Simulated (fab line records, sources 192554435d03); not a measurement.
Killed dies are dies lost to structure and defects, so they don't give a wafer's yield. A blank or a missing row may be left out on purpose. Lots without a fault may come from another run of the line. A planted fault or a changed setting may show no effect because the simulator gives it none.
fab line records | flow n5_finfet | part 2 of 2: steps 20 to 25 of 25
record lots=5 wafers=15 last_day=17
route steps=1938 shown BEOL_M8@1351
lots that met no fault: from a run of the same line without faults
start_h: hours from the record's first day to the start of the lot's first wafer shown | wait_h: hours since the lot's step before | " the same as in the row above | L1.1+2: a row that stands for several wafers | - no value, or no start given | * or withheld: withheld | < > ~ a bound
route shown NAME@n: a module of which the file shows steps, and the number in the route of the first | usual: mean/standard deviation of fault-free wafers | same: alike in all rows | chamber/n: place in a boat | sites: the reading at each site | _std_site: their standard deviation | _edge_site: outer sites' mean less inner sites' | radius_mm: how far each site lies from the wafer's centre | mask NAME#n: copy n | behind: the tool/chamber that last shaped the wafer | hold: why the lot was held/for how many hours/how that ended | device: the transistor (n, p or np) that didn't switch | end of line: the same wafers' tests at the end of the route | a step without rows: its recipe alone | killed: dies lost to structure and defects at the first sort, not the wafer's yield | map: a wafer's dies, x killed, . not, _ none there
set.NAME: the setting as run; set.NAME@STEP: as run at that earlier step | model.NAME: the simulator's own value behind a step, which no gauge read
lots at some steps of the route; a table a step, a row a wafer
services: from which hour (start_h, from the record's first day; less than 0 if before it) a tool's chamber was out of use, for how many hours, and why
## steps
# step N5_BEOL_M8_ETCH_65
# recipe chemistry=CF4 target=SiARC target_depth_a=156 mask_material=CAR-EUV time_s=26 ion_energy_ev=80 pressure_mtorr=40 source_w=545 bias_w=36 Ar_flow_sccm=100 cf4_flow_sccm=100 ends=cleared
# usual bias_w=36.00/0.1 drypump_motor_current_A=5.9/0.35 etch_rf_on_time_s=25.8/0.37 oes_product_au=0.70/0.077 rf_fwd_power_W=532.1/1.8 rf_vpp_V=184.3/1.5 showerhead_plenum_p_Torr=2.17/0.097 throttle_valve_pct=15.53/0.2
# columns lot.wafer tool chamber start_h wait_h bias_w drypump_motor_current_A etch_rf_on_time_s oes_product_au rf_fwd_power_W rf_hours_counter_h rf_vpp_V showerhead_plenum_p_Torr throttle_valve_pct
L076.2 rie_diel-02 0 226.95 0.0 36.04 5.3 25.8 0.71 529.8 56 185.7 2.26 15.31
L076.3 " 2 " " 35.94 6.4 25.7 0.84 528.8 3 183.1 2.10 15.32
L076.4 " 1 " " 35.87 5.5 26.2 0.68 534.4 100 185.9 2.25 15.58
L077.1 rie_diel-02 2 245.26 0.0 35.95 6.4 25.6 0.81 532.1 11 183.6 2.10 15.34
L077.4 " 1 " " 35.87 5.4 26.2 0.66 532.7 107 186.3 2.25 15.61
L077.5 " 3 " " 35.90 5.9 26.5 0.61 536.7 - 184.0 2.20 15.50
L086.2 rie_diel-05 3 292.48 0.0 35.89 6.3 25.7 0.79 529.3 14 185.3 2.19 15.40
L086.3 " 2 " " 36.11 5.8 25.9 0.73 533.1 49 185.6 2.27 15.50
L086.6 " 0 " " 35.94 5.5 26.2 0.62 532.3 - 185.3 2.20 15.54
L085.3 rie_diel-05 2 307.30 0.0 36.10 5.8 25.7 0.72 532.6 55 184.1 2.26 15.52
L085.4 " 0 " " 36.08 5.6 25.8 0.62 533.2 202 184.6 2.20 15.52
L085.5 " 2 " " 36.09 5.8 26.0 0.73 532.5 - 186.1 2.26 15.53
L091.1 rie_diel-04 1 339.18 0.0 36.05 6.1 25.5 0.81 533.6 18 184.8 2.27 15.16
L091.2 " 0 " " 36.14 6.4 25.7 0.70 532.4 105 185.2 2.25 15.45
L091.6 " 2 " " 35.96 6.1 25.9 0.68 530.5 - 182.1 2.07 15.86
# step N5_BEOL_M8_ETCH_66
# recipe chemistry=N2/H2 target=SOC target_depth_a=800 overetch_a=160 mask_material=SiARC temp_c=40 time_s=120 ion_energy_ev=200 pressure_mtorr=30 source_w=840 bias_w=150 n2_flow_sccm=200 h2_flow_sccm=200
# usual bias_w=150.0/0.44 drypump_motor_current_A=5.9/0.35 oes_product_au=0.62/0.065 rf_fwd_power_W=835.9/2.4 rf_vpp_V=525/3.5 showerhead_plenum_p_Torr=2.58/0.12 throttle_valve_pct=17.75/0.19
# columns lot.wafer tool chamber start_h wait_h bias_w drypump_motor_current_A oes_product_au rf_fwd_power_W rf_hours_counter_h rf_vpp_V showerhead_plenum_p_Torr throttle_valve_pct
L076.2 rie_diel-02 0 226.98 0.0 149.5 5.3 0.63 833.5 56 528 2.69 17.58
L076.3 " 2 " " 149.6 6.4 0.75 832.6 3 523 2.50 17.69
L076.4 " 1 " " 149.7 5.5 0.61 832.9 100 526 2.67 17.71
L077.1 rie_diel-02 2 245.29 0.0 150.0 6.4 0.73 831.1 11 523 2.50 17.66
L077.4 " 1 " " 149.2 5.5 0.61 838.0 107 527 2.67 17.71
L077.5 " 3 " " 149.7 5.9 0.56 838.7 - 525 2.63 17.78
L086.2 rie_diel-05 3 292.51 0.0 149.6 6.3 0.70 839.1 14 525 2.60 17.71
L086.3 " 2 " " 149.9 5.8 0.65 836.9 49 528 2.70 17.70
L086.6 " 0 " " 149.7 5.5 0.56 835.3 - 526 2.63 17.69
L085.3 rie_diel-05 2 307.33 0.0 150.2 5.8 0.65 834.7 55 528 2.70 17.72
L085.4 " 0 " " 150.4 5.5 0.56 837.1 202 526 2.63 17.70
L085.5 " 2 " " 150.3 5.8 0.65 835.8 - 528 2.70 17.70
L091.1 rie_diel-04 1 339.21 0.0 149.7 6.1 0.72 832.8 18 527 2.70 17.36
L091.2 " 0 " " 150.5 6.4 0.62 834.4 105 526 2.66 17.66
L091.6 " 2 " " 150.1 6.1 0.61 836.0 - 522 2.45 18.06
# step N5_BEOL_M8_STRIP_69
# recipe chemistry=N2/H2 temp_c=40 n2_flow_sccm=200 h2_flow_sccm=200 rf_frequency_hz=6e+07
# columns lot.wafer tool chamber start_h wait_h
L076.2+3+4 rie_diel-02 0,2,1 227.06 0.0
L077.1+4+5 rie_diel-02 2,1,3 245.37 0.0
L086.2+3+6 rie_diel-05 3,2,0 292.59 0.0
L085.3+4+5 rie_diel-05 2,0,2 307.41 0.0
L091.1+2+6 rie_diel-04 1,0,2 339.29 0.0
# step N5_BEOL_M8_STRIP_73
# recipe chemistry=N2/H2 temp_c=40 n2_flow_sccm=200 h2_flow_sccm=200 rf_frequency_hz=6e+07
# columns lot.wafer tool chamber start_h wait_h
L076.2+3+4 rie_diel-02 0,2,1 227.07 0.0
L077.1+4+5 rie_diel-02 2,1,3 245.38 0.0
L086.2+3+6 rie_diel-05 3,2,0 292.60 0.0
L085.3+4+5 rie_diel-05 2,0,2 307.42 0.0
L091.1+2+6 rie_diel-04 1,0,2 339.30 0.0
# step N5_BEOL_M8_VIA_ETCH_34
# recipe chemistry=C4F6/O2 target=SiCOH_lowk target_depth_a=1255 mask_material=SOC taper_deg=4 time_s=50.5 ion_energy_ev=250 pressure_mtorr=30 source_w=345 bias_w=185 Ar_flow_sccm=300 C4F6_flow_sccm=10 O2_flow_sccm=10
# usual bias_w=185.0/0.52 drypump_motor_current_A=5.9/0.35 oes_product_au=0.81/0.088 rf_fwd_power_W=341.7/1.2 rf_vpp_V=668/4 showerhead_plenum_p_Torr=2.89/0.13 throttle_valve_pct=20.80/0.2
# columns lot.wafer tool chamber start_h wait_h bias_w drypump_motor_current_A oes_product_au rf_fwd_power_W rf_hours_counter_h rf_vpp_V showerhead_plenum_p_Torr throttle_valve_pct
L076.2 rie_diel-02 0 227.08 0.0 184.4 5.3 0.84 342.7 57 665 3.00 20.63
L076.3 " 2 " " 185.0 6.4 0.98 340.6 3 673 2.79 20.62
L076.4 " 1 " " 184.8 5.5 0.79 341.5 100 673 3.00 20.89
L077.1 rie_diel-02 2 245.39 0.0 184.9 6.4 0.96 340.3 11 672 2.78 20.64
L077.4 " 1 " " 184.8 5.5 0.79 343.2 107 673 2.99 20.91
L077.5 " 3 " " 184.6 5.9 0.72 341.9 - 666 2.92 20.65
L086.2 rie_diel-05 3 292.61 0.0 184.9 6.3 0.92 341.3 14 664 2.91 20.74
L086.3 " 2 " " 184.6 5.8 0.85 340.1 49 674 3.02 20.86
L086.6 " 0 " " 184.7 5.5 0.73 343.8 - 673 2.93 20.72
L085.3 rie_diel-05 2 307.43 0.0 184.6 5.8 0.85 340.5 55 674 3.02 20.87
L085.4 " 0 " " 184.6 5.5 0.73 341.6 202 673 2.93 20.71
L085.5 " 2 " " 185.0 5.8 0.85 341.3 - 675 3.02 20.88
L091.1 rie_diel-04 1 339.31 0.0 185.4 6.1 0.94 340.6 18 667 3.02 20.46
L091.2 " 0 " " 185.2 6.4 0.80 342.6 105 663 2.98 20.71
L091.6 " 2 " " 184.8 6.1 0.79 341.5 - 665 2.75 21.14
# step N5_BEOL_M8_STRIP_76
# recipe chemistry=C4F6/O2 resist=SiARC rf_frequency_hz=6e+07
# columns lot.wafer tool chamber start_h wait_h
L076.2+3+4 rie_diel-02 0,2,1 227.12 0.0
L077.1+4+5 rie_diel-02 2,1,3 245.43 0.0
L086.2+3+6 rie_diel-05 3,2,0 292.65 0.0
L085.3+4+5 rie_diel-05 2,0,2 307.47 0.0
L091.1+2+6 rie_diel-04 1,0,2 339.35 0.0
## services
# columns tool chamber start_h hours kind
rie_metal-02 0 208.70 9.6 repair
euv_scanner-01 - 218.54 4.6 pm
rie_diel-05 3 226.36 1.8 repair
euv_scanner-02 - 228.92 1.0 pm
euv_scanner-01 - 232.30 1.0 pm
rie_metal-02 - 234.38 1.4 pm
rie_metal-02 - 244.44 0.4 repair
euv_scanner-02 - 256.19 0.9 repair
rie_diel-05 0 267.67 7.6 repair
rie_diel-04 1 277.22 - clean
rie_diel-04 1 277.22 - consumable_replace:focus_ring
rie_diel-04 1 277.22 - consumable_replace:showerhead
rie_diel-04 1 277.22 13.6 scheduled_down
rie_diel-04 1 277.22 13.6 vent_cycle
euv_scanner-02 - 283.36 1.0 pm
euv_scanner-01 - 288.45 1.0 pm
euv_scanner-01 - 309.81 1.4 repair
euv_scanner-02 - 318.96 4.6 pm
rie_diel-02 3 321.37 8.5 repair
rie_diel-04 3 323.22 - clean
rie_diel-04 3 323.22 - consumable_replace:focus_ring
rie_metal-01 1 330.56 9.9 repair
rie_metal-02 0 332.36 2.5 repair
rie_diel-05 3 337.33 15.2 repair
